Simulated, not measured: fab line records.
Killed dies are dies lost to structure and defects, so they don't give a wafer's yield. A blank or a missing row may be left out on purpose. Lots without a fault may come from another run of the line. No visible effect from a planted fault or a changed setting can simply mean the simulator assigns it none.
Chamber matching / flow nand-harc / NHARC_P_M1_STRIP_18 on rie-diel-09: 4 sister chambers
The step strips in N2/H2. 4 wafers are shown with their chamber, then 7 later ones without.

## WAFERS PAIRED WITH THEIR CHAMBERS
wafer=L082.3; chamber=0; drypump-motor-current-A (A)=5.5
wafer=L087.4; chamber=1; drypump-motor-current-A (A)=5.8
wafer=L089.1; chamber=2; drypump-motor-current-A (A)=6.5
wafer=L089.4; chamber=3; drypump-motor-current-A (A)=5.7

## WAFERS MISSING THEIR CHAMBER
wafer=L089.5; drypump-motor-current-A (A)=5.6
wafer=L092.3; drypump-motor-current-A (A)=5.7
wafer=L092.5; drypump-motor-current-A (A)=6.4
wafer=L092.6; drypump-motor-current-A (A)=5.7
wafer=L096.3; drypump-motor-current-A (A)=5.8
wafer=L096.5; drypump-motor-current-A (A)=5.7
wafer=L096.6; drypump-motor-current-A (A)=5.5

## THE CHAMBER EACH PASSED THROUGH
wafer=L089.5; from the rows above=can't be placed: 0 or 3 or 1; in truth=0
wafer=L092.3; from the rows above=can't be placed: 3 or 1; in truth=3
wafer=L092.5; from the rows above=2; in truth=2
wafer=L092.6; from the rows above=can't be placed: 3 or 1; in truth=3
wafer=L096.3; from the rows above=can't be placed: 1 or 3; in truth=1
wafer=L096.5; from the rows above=can't be placed: 3 or 1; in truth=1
wafer=L096.6; from the rows above=0; in truth=0
Placed correctly: 2 of 7. Not placeable from these rows: 5 (in 5, the candidates include the true chamber). 0 placed wrongly.
How it was worked out, from the rows above alone: a wafer's distance from a chamber is the root of the sum, over the readings, of the square of ((its reading less the chamber's mean) divided by the reading's scatter). If the next closest chamber is less than 2 further off than the closest, the wafer can't be placed; otherwise it belongs to the closest. The mean given for a chamber averages the wafers shown for that chamber. The scatter (one wafer shown for each chamber): square how far every hidden wafer sits from the nearest shown wafer, average those squares and take the square root.
